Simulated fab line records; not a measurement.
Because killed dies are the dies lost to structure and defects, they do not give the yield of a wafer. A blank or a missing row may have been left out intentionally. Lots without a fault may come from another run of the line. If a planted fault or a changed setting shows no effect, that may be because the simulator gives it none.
Lot-split experiment || flow n5_finfet || on a route of 1938 steps: 7 lots, 21 wafers read

== THE SPLIT ITSELF ==
At N5_BEOL_M15_DEP_53 (deposits SiCN from 3MS/NH3, target thk 50 nm, time 17.8 s), the setting time_s was moved away from the recipe's 17.8 s on 8 of the 21 wafers read, by +5.0% to +12.9%. The other wafers ran this setting at the recipe's value.

The reading comes from the split's own step.

== THE READING ==
SiCN_of_BEOL_M15_DEP_53.thk_nm (the simulator's own value, which no gauge read), in nm, at N5_BEOL_M15_DEP_53 (deposits SiCN from 3MS/NH3, target thk 50 nm, time 17.8 s). The file gives no usual value for it. Average 50.0 nm, standard deviation 0.61 nm, over the 13 wafers here run with the recipe.

{"wafer": "L077.3", "tool, chamber at the split": "pecvd-04, 1", "time_s as run, s": 17.8, "against the recipe": "recipe", "SiCN_of_BEOL_M15_DEP_53.thk_nm, nm": 49.4, "against lot-mates on the recipe": "-"}
{"wafer": "L077.4", "tool, chamber at the split": "pecvd-04, 1", "time_s as run, s": 17.8, "against the recipe": "recipe", "SiCN_of_BEOL_M15_DEP_53.thk_nm, nm": 50, "against lot-mates on the recipe": "-"}
{"wafer": "L077.5", "tool, chamber at the split": "pecvd-04, 0", "time_s as run, s": 17.8, "against the recipe": "recipe", "SiCN_of_BEOL_M15_DEP_53.thk_nm, nm": 50.4, "against lot-mates on the recipe": "-"}
{"wafer": "L078.2", "tool, chamber at the split": "pecvd-03, 1", "time_s as run, s": 17.8, "against the recipe": "recipe", "SiCN_of_BEOL_M15_DEP_53.thk_nm, nm": 49.6, "against lot-mates on the recipe": "-"}
{"wafer": "L078.5", "tool, chamber at the split": "pecvd-03, 2", "time_s as run, s": 17.8, "against the recipe": "recipe", "SiCN_of_BEOL_M15_DEP_53.thk_nm, nm": 50.8, "against lot-mates on the recipe": "-"}
{"wafer": "L078.6", "tool, chamber at the split": "pecvd-03, 0", "time_s as run, s": 17.8, "against the recipe": "recipe", "SiCN_of_BEOL_M15_DEP_53.thk_nm, nm": 50.6, "against lot-mates on the recipe": "-"}
{"wafer": "L082.1", "tool, chamber at the split": "pecvd-03, 2", "time_s as run, s": 19.23, "against the recipe": "+8.0%", "SiCN_of_BEOL_M15_DEP_53.thk_nm, nm": 53.6, "against lot-mates on the recipe": "+3.6"}
{"wafer": "L082.2", "tool, chamber at the split": "pecvd-03, 1", "time_s as run, s": 17.8, "against the recipe": "recipe", "SiCN_of_BEOL_M15_DEP_53.thk_nm, nm": 50, "against lot-mates on the recipe": "-"}
{"wafer": "L082.5", "tool, chamber at the split": "pecvd-03, 1", "time_s as run, s": 19.23, "against the recipe": "+8.0%", "SiCN_of_BEOL_M15_DEP_53.thk_nm, nm": 54.4, "against lot-mates on the recipe": "+4.4"}
{"wafer": "L090.1", "tool, chamber at the split": "pecvd-03, 2", "time_s as run, s": 20.1, "against the recipe": "+12.9%", "SiCN_of_BEOL_M15_DEP_53.thk_nm, nm": 56.2, "against lot-mates on the recipe": "+6.4"}
{"wafer": "L090.3", "tool, chamber at the split": "pecvd-03, 1", "time_s as run, s": 20.1, "against the recipe": "+12.9%", "SiCN_of_BEOL_M15_DEP_53.thk_nm, nm": 56.4, "against lot-mates on the recipe": "+6.6"}
{"wafer": "L090.6", "tool, chamber at the split": "pecvd-03, 2", "time_s as run, s": 17.8, "against the recipe": "recipe", "SiCN_of_BEOL_M15_DEP_53.thk_nm, nm": 49.8, "against lot-mates on the recipe": "-"}
{"wafer": "L091.1", "tool, chamber at the split": "pecvd-04, 1", "time_s as run, s": 20.04, "against the recipe": "+12.6%", "SiCN_of_BEOL_M15_DEP_53.thk_nm, nm": 55.6, "against lot-mates on the recipe": "+6.6"}
{"wafer": "L091.3", "tool, chamber at the split": "pecvd-04, 0", "time_s as run, s": 17.8, "against the recipe": "recipe", "SiCN_of_BEOL_M15_DEP_53.thk_nm, nm": 49, "against lot-mates on the recipe": "-"}
{"wafer": "L091.4", "tool, chamber at the split": "pecvd-04, 0", "time_s as run, s": 20.04, "against the recipe": "+12.6%", "SiCN_of_BEOL_M15_DEP_53.thk_nm, nm": 56.2, "against lot-mates on the recipe": "+7.2"}
{"wafer": "L095.1", "tool, chamber at the split": "pecvd-03, 1", "time_s as run, s": 17.8, "against the recipe": "recipe", "SiCN_of_BEOL_M15_DEP_53.thk_nm, nm": 49, "against lot-mates on the recipe": "-"}
{"wafer": "L095.3", "tool, chamber at the split": "pecvd-03, 0", "time_s as run, s": 18.69, "against the recipe": "+5.0%", "SiCN_of_BEOL_M15_DEP_53.thk_nm, nm": 52, "against lot-mates on the recipe": "+3.0"}
{"wafer": "L095.5", "tool, chamber at the split": "pecvd-03, 0", "time_s as run, s": 18.69, "against the recipe": "+5.0%", "SiCN_of_BEOL_M15_DEP_53.thk_nm, nm": 52.2, "against lot-mates on the recipe": "+3.2"}
{"wafer": "L097.1", "tool, chamber at the split": "pecvd-01, 2", "time_s as run, s": 17.8, "against the recipe": "recipe", "SiCN_of_BEOL_M15_DEP_53.thk_nm, nm": 49.8, "against lot-mates on the recipe": "-"}
{"wafer": "L097.2", "tool, chamber at the split": "pecvd-01, 1", "time_s as run, s": 17.8, "against the recipe": "recipe", "SiCN_of_BEOL_M15_DEP_53.thk_nm, nm": 50.4, "against lot-mates on the recipe": "-"}
{"wafer": "L097.4", "tool, chamber at the split": "pecvd-01, 0", "time_s as run, s": 17.8, "against the recipe": "recipe", "SiCN_of_BEOL_M15_DEP_53.thk_nm, nm": 51, "against lot-mates on the recipe": "-"}

FIT RESULTS
A straight line over all 21 wafers: SiCN_of_BEOL_M15_DEP_53.thk_nm changes by +0.481 nm for each +1% of time_s; r = +0.98; the points scatter about the line by 0.55 nm.
The same after taking each lot's own level away (the mean of its wafers on the recipe; 21 wafers): +0.524 nm for each +1%; r = +0.99; scatter 0.43 nm.
The reading moves by 6.8 nm for the largest change in time_s, on that fit.
The lots' own levels span 49.00 to 50.40 nm, that is 2.3 times the standard deviation above.
Consequently the slope shifts little with the lot-to-lot level, the two slopes agreeing.
Check: for one of the wafers moved furthest among these (+12.9%), held out of the fit, the line's prediction against its lot-mates is +6.9 nm. Against them it came out at +6.4 nm.

== FURTHER SPLITS ON THESE WAFERS ==
Other splits were also applied to these wafers ahead of the reading. Each is held against what the fit with the lots' levels taken away leaves over:
{"other split on the same wafers": "N5_BEOL_M14_EXPOSE_25 dose_mj", "wafers away from the commonest value": 5, "r with SiCN_of_BEOL_M15_DEP_53.thk_nm (lot level and that fit taken away)": -0.24}
{"other split on the same wafers": "N5_BEOL_M14_TRENCH_ETCH_34 bias_w", "wafers away from the commonest value": 7, "r with SiCN_of_BEOL_M15_DEP_53.thk_nm (lot level and that fit taken away)": "+0.10"}

== FILE'S OWN FIT ==
SiCN_of_BEOL_M15_DEP_53.thk_nm changes by +0.527 nm for each +1% of time_s, r = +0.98.
